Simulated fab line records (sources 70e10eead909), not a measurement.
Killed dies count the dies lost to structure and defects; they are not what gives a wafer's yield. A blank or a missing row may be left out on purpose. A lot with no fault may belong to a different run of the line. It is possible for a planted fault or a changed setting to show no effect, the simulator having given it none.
Chamber matching	flow nand harc	pecvd-02 running NHARC_P_M1_DEP_33: 3 sister chambers
The step deposits SiCN, target thk 30 nm. 6 wafers are shown with their chamber, then 7 later ones without.

WAFERS PAIRED WITH THEIR CHAMBERS
wafer	chamber	heater power w (W)
L082.6	1	636
L083.1	2	713
L083.2	0	545
L083.6	0	535
L084.1	2	663
L084.3	1	529

WAFERS WHOSE CHAMBER IS MISSING
wafer	heater power w (W)
L084.6	509
L089.2	636
L089.3	645
L089.4	587
L091.2	604
L091.4	653
L091.5	611

THE CHAMBER EACH PASSED THROUGH
wafer	from the rows above	in truth
L084.6	can't be placed: 0 or 1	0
L089.2	can't be placed: 2 or 1 or 0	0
L089.3	can't be placed: 2 or 1 or 0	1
L089.4	can't be placed: 1 or 0 or 2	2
L091.2	can't be placed: 1 or 0 or 2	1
L091.4	can't be placed: 2 or 1 or 0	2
L091.5	can't be placed: 1 or 0 or 2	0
0 of 7 placed correctly. These rows do not allow placing 7 (true chamber among the candidates in 7). 0 placed wrongly.
How it was worked out, from the rows above alone: a wafer's distance from a chamber is the root of the sum, over the readings, of the square of ((its reading less the chamber's mean) divided by the reading's scatter). If the next closest chamber is less than 2 further off than the closest, the wafer can't be placed; otherwise it belongs to the closest. The mean given for a chamber averages the wafers shown for that chamber. The scatter: the root of (the sum of the squares of (reading less its chamber's mean) over the shown wafers, divided by (wafers less chambers)).
